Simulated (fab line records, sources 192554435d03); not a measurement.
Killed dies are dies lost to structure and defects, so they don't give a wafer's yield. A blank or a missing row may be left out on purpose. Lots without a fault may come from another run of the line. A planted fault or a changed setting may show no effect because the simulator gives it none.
fab line records | flow n5_finfet
record lots=24 wafers=72 last_day=20
route steps=1938 shown FIN_SAQP@152 FIN_CUT@167 STI_FIN_REVEAL@190 DUMMY_GATE@249
lots that met no fault: from a run of the same line without faults
start_h: hours from the record's first day to the start of the lot's first wafer shown | wait_h: hours since the lot's step before | " the same as in the row above | L1.1+2: a row that stands for several wafers | - no value, or no start given | * or withheld: withheld | < > ~ a bound
route shown NAME@n: a module of which the file shows steps, and the number in the route of the first | usual: mean/standard deviation of fault-free wafers | same: alike in all rows | chamber/n: place in a boat | sites: the reading at each site | _std_site: their standard deviation | _edge_site: outer sites' mean less inner sites' | radius_mm: how far each site lies from the wafer's centre | mask NAME#n: copy n | behind: the tool/chamber that last shaped the wafer | hold: why the lot was held/for how many hours/how that ended | device: the transistor (n, p or np) that didn't switch | end of line: the same wafers' tests at the end of the route | a step without rows: its recipe alone | killed: dies lost to structure and defects at the first sort, not the wafer's yield | map: a wafer's dies, x killed, . not, _ none there
set.NAME: the setting as run; set.NAME@STEP: as run at that earlier step | model.NAME: the simulator's own value behind a step, which no gauge read
steps of the route over a sample of lots; a table a step, a row a wafer
services: from which hour (start_h, from the record's first day; less than 0 if before it) a tool's chamber was out of use, for how many hours, and why
## steps
# step N5_FIN_SAQP_OCD_MEAS_76
# usual trench_depth_nm=119.8/1.6
# columns lot.wafer tool chamber start_h wait_h trench_depth_nm
L074.1 ocd-02 - 26.68 0.0 118.5
L074.4 " - " " 118.0
L074.6 " - " " 118.8
L075.1 ocd-01 - 32.31 0.0 119.4
L075.4 " - " " 119.5
L075.5 " - " " 119.7
L076.2 ocd-01 - 38.37 0.0 118.8
L076.3 " - " " 120.1
L076.5 " - " " 121.4
L077.1 ocd-01 - 43.72 0.0 120.1
L077.4 " - " " 118.8
L077.5 " - " " 119.2
L078.1 ocd-01 - 50.23 0.0 118.9
L078.4 " - " " 120.0
L078.6 " - " " 120.2
L079.4 ocd-02 - 56.18 0.0 122.8
L079.5 " - " " 121.6
L079.6 " - " " 121.7
L080.2 ocd-01 - 63.01 0.0 121.9
L080.3 " - " " 122.6
L080.6 " - " " 120.5
L081.1 ocd-02 - 68.57 0.0 121.3
L081.4 " - " " 123.5
L081.5 " - " " 121.3
L082.1 ocd-01 - 74.74 0.0 118.4
L082.5 " - " " 117.3
L082.6 " - " " 119.3
L083.1 ocd-02 - 80.74 0.0 120.6
L083.4 " - " " 119.7
L083.6 " - " " 117.5
L084.2 ocd-02 - 87.59 0.0 120.7
L084.3 " - " " 117.9
L084.5 " - " " 121.9
L085.3 ocd-01 - 93.24 0.0 120.4
L085.4 " - " " 117.1
L085.5 " - " " 118.2
L086.1 ocd-02 - 100.61 0.0 117.3
L086.4 " - " " 120.7
L086.5 " - " " 121.4
L087.4 ocd-01 - 105.69 0.0 117.1
L087.5 " - " " 119.4
L087.6 " - " " 119.8
L088.1 ocd-02 - 111.90 0.0 117.4
L088.4 " - " " 117.3
L088.6 " - " " 119.2
L089.3 ocd-01 - 117.05 0.0 123.1
L089.4 " - " " 118.7
L089.6 " - " " 121.9
L090.1 ocd-01 - 122.91 0.0 123.3
L090.5 " - " " 122.8
L090.6 " - " " 121.0
L091.2 ocd-02 - 127.93 0.0 119.1
L091.3 " - " " 119.8
L091.4 " - " " 118.9
L092.2 ocd-01 - 134.30 0.0 119.7
L092.4 " - " " 119.9
L092.5 " - " " 118.5
L093.2 ocd-01 - 141.99 0.0 119.3
L093.3 " - " " 118.9
L093.4 " - " " 118.7
L094.2 ocd-02 - 147.05 0.0 120.4
L094.4 " - " " 122.8
L094.5 " - " " 117.8
L095.1 ocd-01 - 152.61 0.0 117.9
L095.3 " - " " 117.8
L095.6 " - " " 119.4
L096.2 ocd-01 - 161.17 0.0 117.4
L096.4 " - " " 119.7
L096.6 " - " " 118.0
L097.1 ocd-01 - 167.79 0.0 117.9
L097.2 " - " " 120.6
L097.5 " - " " 121.7
# step N5_FIN_CUT_ETCH_30
# recipe chemistry=N2/H2 target=underlayer target_depth_a=130 mask_material=CAR-EUV time_s=10.4 ion_energy_ev=200 pressure_mtorr=30 source_w=840 bias_w=150 n2_flow_sccm=200 h2_flow_sccm=200 ends=cleared
# usual drypump_motor_current_A=5.8/0.52 etch_rf_on_time_s=10.36/0.14 oes_product_au=0.69/0.057 rf_vpp_V=524.1/2.2 showerhead_plenum_p_Torr=2.55/0.079 throttle_valve_pct=17.70/0.19
# columns lot.wafer tool chamber start_h wait_h drypump_motor_current_A etch_rf_on_time_s oes_product_au rf_hours_counter_h rf_vpp_V showerhead_plenum_p_Torr throttle_valve_pct
L074.1 rie_diel-06 1 27.39 0.0 5.3 10.46 0.73 49 522.8 2.48 17.68
L074.4 " 3 " " 5.9 10.47 0.72 65 520.6 2.47 17.88
L074.6 " 3 " " 5.8 10.39 0.72 - 521.7 2.47 17.88
L075.1 rie_diel-05 0 32.93 0.0 5.1 10.52 0.68 121 527.6 2.67 17.59
L075.4 " 1 " " 6.0 10.48 0.68 106 524.9 2.55 17.38
L075.5 " 3 " " 5.8 10.57 0.68 - 526.0 2.68 17.44
L076.2 rie_diel-06 2 39.09 0.0 6.6 10.32 0.62 204 523.7 2.51 18.00
L076.3 " 0 " " 6.2 10.22 0.63 188 523.4 2.54 17.77
L076.5 " 3 " " 5.9 10.34 0.72 - 522.7 2.47 17.89
L077.1 rie_diel-06 0 44.22 0.0 6.2 10.38 0.62 189 523.6 2.54 17.76
L077.4 " 2 " " 6.6 10.38 0.62 205 521.5 2.51 18.00
L077.5 " 0 " " 6.2 10.30 0.62 - 521.9 2.54 17.75
L078.1 rie_diel-06 1 50.72 0.0 5.2 10.38 0.73 54 521.8 2.48 17.69
L078.4 " 3 " " 5.8 10.45 0.71 71 522.0 2.47 17.91
L078.6 " 0 " " 6.2 10.36 0.62 - 522.7 2.54 17.78
L079.4 rie_diel-06 3 56.79 0.0 5.8 10.27 0.72 72 522.7 2.47 17.91
L079.5 " 0 " " 6.2 10.21 0.63 - 522.4 2.54 17.77
L079.6 " 1 " " 5.2 10.26 0.73 - 522.1 2.48 17.67
L080.2 rie_diel-05 0 64.09 0.0 5.0 10.48 0.67 128 527.4 2.67 17.60
L080.3 " 3 " " 5.8 10.37 0.67 110 526.9 2.67 17.47
L080.6 " 0 " " 5.1 10.46 0.67 - 526.6 2.67 17.59
L081.1 rie_diel-05 1 69.19 0.0 6.0 10.42 0.67 120 524.7 2.54 17.39
L081.4 " 1 " " 6.0 10.45 0.66 - 524.7 2.54 17.41
L081.5 " 3 " " 5.8 10.56 0.67 - 527.0 2.67 17.48
L082.1 rie_diel-05 0 75.36 0.0 5.0 10.42 0.67 132 527.8 2.67 17.61
L082.5 " 0 " " 5.0 10.54 0.67 - 526.2 2.67 17.60
L082.6 " 1 " " 6.0 10.31 0.67 - 523.2 2.54 17.42
L083.1 rie_diel-02 1 81.23 0.0 6.4 10.30 0.82 3 528.0 2.72 17.74
L083.4 " 3 " " 4.7 10.29 0.74 40 520.6 2.48 17.50
L083.6 " 1 " " 6.4 10.43 0.80 - 525.8 2.72 17.74
L084.2 rie_diel-05 1 88.08 0.0 6.0 10.33 0.66 126 524.7 2.54 17.41
L084.3 " 2 " " 5.3 10.41 0.84 4 522.1 2.50 17.63
L084.5 " 0 " " 5.0 10.63 0.67 - 527.4 2.67 17.62
L085.3 rie_diel-02 3 93.73 0.0 4.7 10.31 0.73 44 522.8 2.48 17.51
L085.4 " 1 " " 6.4 10.33 0.80 6 528.8 2.71 17.73
L085.5 " 1 " " 6.4 10.37 0.80 - 529.0 2.71 17.72
L086.1 rie_diel-06 2 101.10 0.0 6.6 10.26 0.60 219 523.6 2.51 18.01
L086.4 " 0 " " 6.2 10.27 0.62 203 523.2 2.53 17.79
L086.5 " 2 " " 6.6 10.35 0.61 - 523.4 2.51 18.03
L087.4 rie_diel-06 3 106.30 0.0 5.8 10.51 0.70 83 523.4 2.47 17.90
L087.5 " 1 " " 5.2 10.37 0.71 - 521.2 2.47 17.72
L087.6 " 0 " " 6.2 10.25 0.61 - 524.6 2.53 17.79
L088.1 rie_diel-05 0 112.39 0.0 5.0 10.43 0.66 143 526.7 2.66 17.62
L088.4 " 2 " " 5.3 10.40 0.82 10 523.1 2.50 17.63
L088.6 " 0 " " 5.0 10.42 0.66 - 527.2 2.66 17.61
L089.3 rie_diel-02 1 117.53 0.0 6.4 10.41 0.79 11 529.4 2.71 17.74
L089.4 " 2 " " 6.1 10.04 0.73 43 524.7 2.59 17.82
L089.6 " 2 " " 6.1 10.21 0.73 - 523.8 2.59 17.80
L090.1 rie_diel-05 0 123.40 0.0 5.0 10.48 0.66 146 529.3 2.66 17.64
L090.5 " 1 " " 6.0 10.23 0.66 - 525.3 2.54 17.41
L090.6 " 0 " " 5.1 10.42 0.66 - 526.8 2.66 17.63
L091.2 rie_diel-02 0 128.42 0.0 5.8 10.40 0.71 82 524.8 2.57 17.37
L091.3 " 1 " " 6.4 10.21 0.79 14 526.3 2.71 17.74
L091.4 " 2 " " 6.1 10.02 0.73 46 525.3 2.59 17.81
L092.2 rie_diel-06 3 135.09 0.0 5.8 10.35 0.70 91 522.3 2.46 17.95
L092.4 " 1 " " 5.2 10.24 0.72 - 521.1 2.47 17.73
L092.5 " 0 " " 6.2 10.19 0.61 - 523.5 2.53 17.80
L093.2 rie_diel-05 3 142.52 0.0 5.8 10.45 0.65 132 527.1 2.66 17.51
L093.3 " 1 " " 6.0 10.38 0.65 142 524.6 2.53 17.45
L093.4 " 2 " " 5.3 10.41 0.81 - 522.0 2.50 17.63
L094.2 rie_diel-06 2 147.66 0.0 6.6 10.48 0.60 226 523.3 2.50 18.04
L094.4 " 0 " " 6.2 10.38 0.61 216 524.7 2.53 17.81
L094.5 " 3 " " 5.8 10.42 0.69 - 520.9 2.46 17.94
L095.1 rie_diel-06 0 153.22 0.0 6.2 10.28 0.60 217 523.2 2.53 17.81
L095.3 " 1 " " 5.2 10.32 0.70 82 520.3 2.47 17.73
L095.6 " 1 " " 5.2 10.38 0.70 - 522.9 2.47 17.73
L096.2 rie_diel-06 2 161.66 0.0 6.6 10.33 0.60 229 523.6 2.50 18.03
L096.4 " 1 " " 5.2 10.25 0.70 84 520.7 2.47 17.73
L096.6 " 2 " " 6.6 10.42 0.60 - 523.1 2.50 18.04
L097.1 rie_diel-02 0 168.40 0.0 5.8 10.53 0.69 91 524.8 2.56 17.39
L097.2 " 2 " " 6.1 10.22 0.71 57 524.4 2.58 17.81
L097.5 " 2 " " 6.1 10.12 0.72 - 524.6 2.58 17.85
# step N5_FIN_CUT_PRECLEAN_35
# recipe time_s=13.3 temp_c=45 pressure_torr=125 p_hf_torr=3 p_coreactant_torr=25 chemistry=vHF
# usual drypump_motor_current_A=6.0/0.39
# columns lot.wafer tool chamber start_h wait_h drypump_motor_current_A
L074.1 vapor_etch-02 1 27.91 0.0 5.7
L074.4 " 0 " " 6.6
L074.6 " 0 " " 6.6
L075.1 vapor_etch-01 1 33.45 0.0 5.7
L075.4 " 1 " " 5.7
L075.5 " 1 " " 5.7
L076.2 vapor_etch-02 0 39.61 0.0 6.6
L076.3 " 0 " " 6.6
L076.5 " 0 " " 6.6
L077.1 vapor_etch-01 1 44.73 0.0 5.7
L077.4 " 1 " " 5.7
L077.5 " 1 " " 5.7
L078.1 vapor_etch-01 0 51.24 0.0 5.9
L078.4 " 0 " " 5.9
L078.6 " 0 " " 5.9
L079.4 vapor_etch-01 0 57.33 0.1 5.8
L079.5 " 1 " " 5.7
L079.6 " 0 " " 5.9
L080.2 vapor_etch-01 0 64.60 0.0 5.9
L080.3 " 0 " " 5.9
L080.6 " 1 " " 5.8
L081.1 vapor_etch-02 0 69.70 0.0 6.6
L081.4 " 0 " " 6.6
L081.5 " 0 " " 6.6
L082.1 vapor_etch-02 1 75.87 0.0 5.7
L082.5 " 1 " " 5.7
L082.6 " 0 " " 6.6
L083.1 vapor_etch-02 0 81.74 0.0 6.6
L083.4 " 1 " " 5.7
L083.6 " 1 " " 5.7
L084.2 vapor_etch-01 0 88.59 0.0 5.9
L084.3 " 0 " " 5.9
L084.5 " 1 " " 5.8
L085.3 vapor_etch-02 1 94.26 0.1 5.7
L085.4 " 0 " " 6.6
L085.5 " 1 " " 5.7
L086.1 vapor_etch-02 0 101.62 0.0 6.6
L086.4 " 1 " " 5.7
L086.5 " 1 " " 5.7
L087.4 vapor_etch-01 1 106.84 0.1 5.8
L087.5 " 0 " " 5.9
L087.6 " 1 " " 5.7
L088.1 vapor_etch-02 0 112.90 0.0 6.6
L088.4 " 0 " " 6.6
L088.6 " 0 " " 6.6
L089.3 vapor_etch-01 1 118.07 0.1 5.7
L089.4 " 0 " " 5.9
L089.6 " 0 " " 5.9
L090.1 vapor_etch-02 0 123.92 0.0 6.5
L090.5 " 1 " " 5.7
L090.6 " 0 " " 6.6
L091.2 vapor_etch-02 0 128.94 0.0 6.6
L091.3 " 0 " " 6.6
L091.4 " 1 " " 5.7
L092.2 vapor_etch-02 0 135.61 0.0 6.6
L092.4 " 0 " " 6.6
L092.5 " 1 " " 5.6
L093.2 vapor_etch-02 0 143.03 0.0 6.6
L093.3 " 1 " " 5.7
L093.4 " 0 " " 6.6
L094.2 vapor_etch-02 1 148.18 0.0 5.7
L094.4 " 1 " " 5.7
L094.5 " 0 " " 6.6
L095.1 vapor_etch-01 0 153.74 0.0 5.9
L095.3 " 1 " " 5.8
L095.6 " 1 " " 5.7
L096.2 vapor_etch-01 0 162.18 0.0 5.9
L096.4 " 1 " " 5.8
L096.6 " 1 " " 5.8
L097.1 vapor_etch-02 0 168.92 0.0 6.6
L097.2 " 1 " " 5.7
L097.5 " 0 " " 6.6
# step N5_STI_FIN_REVEAL_ETCHBACK_08
# recipe chemistry=C4F6/O2 target=SiO2 target_depth_a=305 time_s=10.167 ion_energy_ev=250 pressure_mtorr=30 source_w=345 bias_w=185 Ar_flow_sccm=300 C4F6_flow_sccm=10 O2_flow_sccm=10
# usual C4F6_flow_sccm=10.00/0.03 drypump_motor_current_A=5.6/0.53 oes_product_au=0.81/0.1 rf_vpp_V=667/7.5 showerhead_plenum_p_Torr=2.86/0.12 throttle_valve_pct=21.15/0.19
# columns lot.wafer tool chamber start_h wait_h C4F6_flow_sccm drypump_motor_current_A oes_product_au rf_hours_counter_h rf_vpp_V showerhead_plenum_p_Torr throttle_valve_pct
L074.1 rie_diel-03 0 33.93 0.2 10.06 5.5 0.71 204 666 2.81 21.03
L074.4 " 1 " " 9.98 6.5 0.97 6 675 3.03 21.07
L074.6 " 3 " " 10.00 4.9 0.76 - 671 2.96 21.41
L075.1 rie_diel-01 2 39.95 0.3 10.01 5.3 0.69 233 663 2.70 21.31
L075.4 " 1 " " 9.96 5.1 0.68 249 667 2.70 21.43
L075.5 " 1 " " 10.01 5.1 0.69 - 668 2.70 21.43
L076.2 rie_diel-03 2 46.37 0.2 9.97 5.3 0.75 161 661 2.74 21.26
L076.3 " 0 " " 10.00 5.5 0.70 209 664 2.81 21.03
L076.5 " 2 " " 9.99 5.3 0.76 - 658 2.74 21.27
L077.1 rie_diel-03 0 52.29 0.3 9.98 5.5 0.70 211 665 2.80 21.04
L077.4 " 2 " " 10.01 5.3 0.75 163 659 2.74 21.28
L077.5 " 2 " " 10.00 5.3 0.76 - 662 2.74 21.28
L078.1 rie_diel-01 0 57.63 0.3 10.00 5.7 0.85 54 667 2.88 20.97
L078.4 " 0 " " 9.93 5.7 0.86 - 669 2.88 20.98
L078.6 " 3 " " 10.02 6.3 0.68 - 659 2.81 21.52
L079.4 rie_diel-04 0 64.79 0.2 10.02 5.3 1.00 1 682 2.81 21.02
L079.5 " 0 " " 10.03 5.3 1.00 - 680 2.81 21.03
L079.6 " 1 " " 10.05 5.0 0.69 - 657 2.68 21.08
L080.2 rie_diel-04 1 70.69 0.2 10.00 5.0 0.68 244 657 2.68 21.07
L080.3 " 3 " " 9.97 6.0 0.69 222 657 2.71 21.42
L080.6 " 2 " " 10.02 6.1 0.84 - 659 2.89 20.88
L081.1 rie_diel-04 1 76.12 0.3 9.99 5.0 0.68 245 658 2.68 21.07
L081.4 " 2 " " 10.00 6.1 0.84 59 659 2.88 20.88
L081.5 " 0 " " 9.99 5.3 0.97 - 682 2.81 21.01
L082.1 rie_diel-03 0 82.12 0.3 9.99 5.5 0.69 220 664 2.80 21.06
L082.5 " 2 " " 10.03 5.3 0.74 - 660 2.74 21.27
L082.6 " 1 " " 9.95 6.5 0.92 - 674 3.02 21.07
L083.1 rie_diel-01 0 87.83 0.2 10.01 5.8 0.83 65 669 2.88 20.98
L083.4 " 1 " " 10.02 5.1 0.94 - 678 3.03 21.08
L083.6 " 0 " " 10.02 5.8 0.84 - 670 2.88 21.00
L084.2 rie_diel-03 0 94.93 0.4 10.02 5.5 0.69 224 664 2.80 21.06
L084.3 " 1 " " 10.01 6.5 0.92 26 675 3.02 21.08
L084.5 " 2 " " 10.01 5.3 0.75 - 660 2.73 21.29
L085.3 rie_diel-03 1 102.12 0.1 9.98 6.4 0.92 28 675 3.02 21.09
L085.4 " 1 " " 9.95 6.5 0.91 - 674 3.02 21.09
L085.5 " 3 " " 10.06 4.8 0.74 - 670 2.95 21.43
L086.1 rie_diel-04 3 107.69 0.2 9.99 6.0 0.69 232 658 2.70 21.45
L086.4 " 0 " " 10.04 5.3 0.93 - 681 2.80 21.04
L086.5 " 2 " " 9.96 6.1 0.83 - 660 2.88 20.92
L087.4 rie_diel-04 1 112.96 0.1 9.99 5.0 0.97 0 669 3.02 20.71
L087.5 " 1 " " 10.01 5.1 0.97 - 668 3.02 20.74
L087.6 " 2 " " 10.01 6.1 0.84 - 658 2.88 20.90
L088.1 rie_diel-03 1 119.11 0.3 9.91 6.5 0.89 34 674 3.02 21.09
L088.4 " 0 " " 10.00 5.5 0.70 233 663 2.80 21.08
L088.6 " 1 " " 9.95 6.4 0.90 - 674 3.02 21.11
L089.3 rie_diel-04 2 124.17 0.1 10.00 6.1 0.83 73 657 2.88 20.91
L089.4 " 0 " " 9.99 5.3 0.93 18 681 2.80 21.04
L089.6 " 3 " " 9.97 6.0 0.68 - 659 2.70 21.44
L090.1 rie_diel-03 1 129.96 0.2 10.04 6.5 0.88 38 675 3.01 21.08
L090.5 " 3 " " 9.99 4.8 0.73 - 669 2.94 21.44
L090.6 " 1 " " 10.00 6.4 0.89 - 674 3.01 21.08
L091.2 rie_diel-03 0 135.35 0.3 10.00 5.5 0.68 238 662 2.79 21.10
L091.3 " 2 " " 9.96 5.3 0.74 186 660 2.73 21.31
L091.4 " 3 " " 10.04 4.9 0.73 192 670 2.94 21.45
L092.2 rie_diel-03 3 141.67 0.2 9.99 4.9 0.72 196 670 2.94 21.46
L092.4 " 0 " " 9.99 5.5 0.67 241 665 2.79 21.08
L092.5 " 3 " " 10.03 4.8 0.72 - 670 2.94 21.45
L093.2 rie_diel-01 0 149.15 0.2 9.98 5.8 0.81 83 667 2.87 21.02
L093.3 " 3 " " 9.97 6.3 0.92 19 659 2.80 21.22
L093.4 " 1 " " 10.04 5.1 0.91 - 678 3.03 21.12
L094.2 rie_diel-01 2 154.22 0.2 9.99 5.3 0.94 10 670 3.03 21.02
L094.4 " 1 " " 10.01 5.1 0.90 27 676 3.03 21.12
L094.5 " 0 " " 9.99 5.8 0.82 - 666 2.87 21.00
L095.1 rie_diel-04 0 160.18 0.2 9.95 5.3 0.90 30 682 2.79 21.07
L095.3 " 3 " " 10.00 6.0 0.69 244 658 2.70 21.46
L095.6 " 1 " " 10.02 5.0 0.91 - 668 3.01 20.75
L096.2 rie_diel-01 3 168.36 0.2 10.04 6.3 0.91 25 658 2.80 21.20
L096.4 " 2 " " 9.99 5.3 0.93 14 672 3.03 21.05
L096.6 " 2 " " 9.99 5.3 0.93 - 672 3.03 21.06
L097.1 rie_diel-01 1 174.95 0.2 10.00 5.1 0.90 34 678 3.02 21.12
L097.2 " 3 " " 9.98 6.3 0.90 27 658 2.80 21.21
L097.5 " 1 " " 9.98 5.1 0.89 - 678 3.02 21.12
# step N5_DUMMY_GATE_CD_MEAS_24
# recipe target_cd_nm=15
# usual cd_nm=15.0/0.32
# columns lot.wafer tool chamber start_h wait_h cd_nm
L074.1 cd_sem-03 - 47.56 0.1 15.7
L074.4 " - " " 15.2
L074.6 " - " " 15.5
L075.1 cd_sem-01 - 52.55 0.1 14.6
L075.4 " - " " 14.8
L075.5 " - " " 15.1
L076.2 cd_sem-01 - 61.13 0.1 15.0
L076.3 " - " " 15.5
L076.5 " - " " 15.5
L077.1 cd_sem-03 - 65.70 0.1 15.2
L077.4 " - " " 14.7
L077.5 " - " " 14.8
L078.1 cd_sem-03 - 70.25 0.1 14.6
L078.4 " - " " 14.1
L078.6 " - " " 14.6
L079.4 cd_sem-03 - 79.46 0.1 14.9
L079.5 " - " " 15.3
L079.6 " - " " 14.7
L080.2 cd_sem-01 - 87.33 0.1 15.1
L080.3 " - " " 15.1
L080.6 " - " " 15.0
L081.1 cd_sem-02 - 89.31 0.1 14.9
L081.4 " - " " 15.1
L081.5 " - " " 15.0
L082.1 cd_sem-03 - 96.94 0.1 14.3
L082.5 " - " " 15.0
L082.6 " - " " 14.7
L083.1 cd_sem-01 - 103.35 0.1 15.1
L083.4 " - " " 15.6
L083.6 " - " " 15.1
L084.2 cd_sem-01 - 109.50 0.1 15.0
L084.3 " - " " 15.1
L084.5 " - " " 15.3
L086.1 cd_sem-01 - 120.23 0.1 14.9
L086.4 " - " " 14.5
L086.5 " - " " 14.8
L085.3 cd_sem-02 - 123.07 0.1 15.1
L085.4 " - " " 14.5
L085.5 " - " " 15.4
L087.4 cd_sem-03 - 130.43 0.1 15.0
L087.5 " - " " 14.5
L087.6 " - " " 15.0
L088.1 cd_sem-02 - 136.81 0.1 14.7
L088.4 " - " " 15.0
L088.6 " - " " 14.8
L089.3 cd_sem-02 - 139.95 0.1 14.9
L089.4 " - " " 14.8
L089.6 " - " " 14.6
L090.1 cd_sem-02 - 144.43 0.1 15.1
L090.5 " - " " 15.4
L090.6 " - " " 14.9
L091.2 cd_sem-02 - 152.55 0.1 14.6
L091.3 " - " " 15.1
L091.4 " - " " 14.8
L092.2 cd_sem-02 - 154.48 0.1 15.2
L092.4 " - " " 14.8
L092.5 " - " " 15.2
L093.2 cd_sem-02 - 165.43 0.1 14.8
L093.3 " - " " 15.5
L093.4 " - " " 15.0
L094.2 cd_sem-03 - 167.28 0.1 15.4
L094.4 " - " " 15.3
L094.5 " - " " 14.8
L095.1 cd_sem-03 - 173.46 0.1 15.0
L095.3 " - " " 15.3
L095.6 " - " " 14.8
L096.2 cd_sem-03 - 182.56 0.1 14.7
L096.4 " - " " 15.2
L096.6 " - " " 14.6
L097.1 cd_sem-02 - 187.57 0.1 14.7
L097.2 " - " " 14.7
L097.5 " - " " 14.8
# step N5_DUMMY_GATE_STRIP_48
# recipe chemistry=N2/H2 time_s=20 power_w=100 temp_c=40 pressure_mtorr=100 rf_frequency_hz=6e+07 bias_power_w=3 n2_flow_sccm=300 h2_flow_sccm=300
# usual drypump_motor_current_A=5.8/0.46 oes_product_au=0.81/0.072 rf_vpp_V=45.4/0.84 showerhead_plenum_p_Torr=3.40/0.1 throttle_valve_pct=12.03/0.19
# columns lot.wafer tool chamber start_h wait_h drypump_motor_current_A oes_product_au rf_hours_counter_h rf_vpp_V showerhead_plenum_p_Torr throttle_valve_pct
L074.1 rie_diel-05 3 47.66 0.0 5.8 0.80 104 45.8 3.54 11.87
L074.4 " 2 " " 5.3 0.67 - 45.8 3.33 12.47
L074.6 " 3 " " 5.8 0.79 - 43.7 3.54 11.88
L075.1 rie_diel-05 3 52.77 0.0 5.8 0.80 106 44.4 3.54 11.86
L075.4 " 2 " " 5.3 0.67 - 44.1 3.33 12.47
L075.5 " 3 " " 5.8 0.79 - 45.2 3.54 11.85
L076.2 rie_diel-05 3 61.22 0.0 5.8 0.79 109 44.1 3.54 11.87
L076.3 " 0 " " 5.1 0.79 127 47.6 3.54 11.99
L076.5 " 0 " " 5.1 0.79 - 45.1 3.54 12.00
L077.1 rie_diel-06 1 65.80 0.0 5.3 0.85 60 45.7 3.29 12.01
L077.4 " 0 " " 6.3 0.73 195 44.9 3.37 12.21
L077.5 " 2 " " 6.6 0.71 - 45.9 3.34 12.43
L078.1 rie_diel-05 0 70.35 0.0 5.0 0.78 131 44.3 3.53 12.00
L078.4 " 0 " " 5.1 0.78 - 45.6 3.53 12.00
L078.6 " 3 " " 5.8 0.78 - 46.2 3.54 11.88
L079.4 rie_diel-02 3 79.55 0.0 4.7 0.86 40 45.1 3.30 11.82
L079.5 " 1 " " 6.4 0.97 - 45.3 3.60 11.95
L079.6 " 2 " " 6.1 0.87 - 44.6 3.44 12.06
L080.2 rie_diel-06 0 87.43 0.0 6.2 0.71 201 44.3 3.36 12.24
L080.3 " 3 " " 5.8 0.83 80 45.2 3.28 12.21
L080.6 " 3 " " 5.9 0.82 - 44.1 3.28 12.19
L081.1 rie_diel-06 3 89.41 0.0 5.9 0.83 80 45.4 3.28 12.20
L081.4 " 2 " " 6.6 0.70 217 46.3 3.33 12.45
L081.5 " 1 " " 5.3 0.84 - 45.5 3.29 12.02
L082.1 rie_diel-06 2 97.36 0.0 6.6 0.71 219 45.6 3.33 12.44
L082.5 " 2 " " 6.6 0.71 - 44.9 3.33 12.44
L082.6 " 3 " " 5.8 0.82 - 46.6 3.28 12.20
L083.1 rie_diel-05 0 103.45 0.0 5.0 0.78 141 45.3 3.53 12.04
L083.4 " 2 " " 5.3 0.97 8 46.1 3.32 11.86
L083.6 " 2 " " 5.3 0.97 - 45.1 3.32 11.87
L084.2 rie_diel-05 1 109.59 0.0 6.0 0.76 132 43.9 3.37 11.88
L084.3 " 2 " " 5.3 0.97 9 46.4 3.32 11.87
L084.5 " 2 " " 5.3 0.98 - 45.3 3.32 11.87
L086.1 rie_diel-05 3 120.33 0.0 5.8 0.77 126 45.4 3.53 11.92
L086.4 " 0 " " 5.0 0.78 145 46.6 3.53 12.05
L086.5 " 1 " " 6.0 0.77 - 46.4 3.37 11.88
L085.3 rie_diel-06 2 123.16 0.0 6.6 0.70 224 44.7 3.33 12.45
L085.4 " 0 " " 6.2 0.72 208 45.5 3.36 12.26
L085.5 " 3 " " 5.8 0.82 - 45.5 3.28 12.22
L087.4 rie_diel-06 1 130.55 0.0 5.2 0.84 - 45.0 3.28 12.03
L087.5 " 3 " " 5.8 0.82 - 43.7 3.28 12.24
L087.6 " 0 " " 6.2 0.73 - 45.9 3.36 12.26
L088.1 rie_diel-05 1 136.91 0.0 6.0 0.76 141 45.9 3.37 11.88
L088.4 " 1 " " 6.0 0.77 - 46.6 3.37 11.90
L088.6 " 3 " " 5.8 0.76 - 44.8 3.53 11.92
L089.3 rie_diel-05 1 140.05 0.0 6.0 0.76 142 46.1 3.37 11.89
L089.4 " 3 " " 5.8 0.76 - 46.2 3.53 11.93
L089.6 " 1 " " 6.0 0.76 - 45.5 3.37 11.90
L090.1 rie_diel-02 2 144.53 0.0 6.1 0.84 50 46.2 3.43 12.11
L090.5 " 1 " " 6.4 0.90 - 46.8 3.59 11.97
L090.6 " 2 " " 6.2 0.85 - 46.4 3.43 12.11
L091.2 rie_diel-05 2 152.64 0.0 5.3 0.93 21 45.8 3.31 11.90
L091.3 " 3 " " 5.8 0.77 135 47.1 3.53 11.93
L091.4 " 0 " " 5.1 0.77 149 46.6 3.52 12.07
L092.2 rie_diel-06 1 154.70 0.0 5.2 0.83 83 45.1 3.28 12.07
L092.4 " 3 " " 5.9 0.81 97 45.3 3.27 12.24
L092.5 " 0 " " 6.2 0.71 - 46.5 3.35 12.27
L093.2 rie_diel-05 3 165.53 0.0 5.8 0.76 139 45.5 3.53 11.97
L093.3 " 0 " " 5.0 0.77 154 45.2 3.52 12.08
L093.4 " 1 " " 6.0 0.76 - 44.8 3.36 11.91
L094.2 rie_diel-02 0 167.40 0.0 5.8 0.82 91 46.7 3.40 11.80
L094.4 " 3 " " 4.7 0.83 60 44.6 3.29 11.89
L094.5 " 0 " " 5.8 0.82 - 44.9 3.40 11.79
L095.1 rie_diel-02 2 173.56 0.0 6.1 0.84 59 45.8 3.43 12.13
L095.3 " 0 " " 5.7 0.82 92 44.9 3.40 11.78
L095.6 " 2 " " 6.1 0.84 - 44.2 3.43 12.14
L096.2 rie_diel-05 2 182.66 0.0 5.3 0.93 27 45.6 3.31 11.91
L096.4 " 0 " " 5.0 0.76 159 46.8 3.52 12.08
L096.6 " 1 " " 6.0 0.75 - 46.0 3.36 11.93
L097.1 rie_diel-02 1 187.66 0.0 6.4 0.88 32 45.4 3.58 12.03
L097.2 " 2 " " 6.1 0.83 65 43.7 3.42 12.14
L097.5 " 2 " " 6.1 0.83 - 45.6 3.42 12.14
## services
# columns tool chamber start_h hours kind
rie_diel-02 1 27.13 - clean
rie_diel-02 1 27.13 - consumable_replace:esc
rie_diel-02 1 27.13 - consumable_replace:focus_ring
rie_diel-02 1 27.13 - consumable_replace:showerhead
rie_diel-02 1 27.13 40.2 scheduled_down
vapor_etch-02 - 32.05 0.3 repair
rie_diel-06 - 42.87 0.3 repair
rie_diel-05 0 46.17 9.6 repair
rie_diel-02 3 47.28 15.7 repair
rie_diel-05 2 55.74 - clean
rie_diel-05 2 55.74 - consumable_replace:focus_ring
rie_diel-05 2 55.74 18.1 scheduled_down
rie_diel-05 2 55.74 18.1 vent_cycle
rie_diel-02 0 96.26 6.7 repair
rie_diel-02 - 97.17 0.2 repair
rie_diel-04 3 103.26 4.3 repair
rie_diel-02 - 112.60 2.8 pm
rie_diel-06 2 128.81 12.8 repair
rie_diel-01 - 129.43 10.9 repair
rie_diel-04 3 138.33 9.4 repair
rie_diel-06 - 143.51 0.7 repair
rie_diel-01 2 143.52 8.2 repair
vapor_etch-02 - 143.73 2.8 pm
rie_diel-02 3 173.20 15.3 repair
## key
fault none
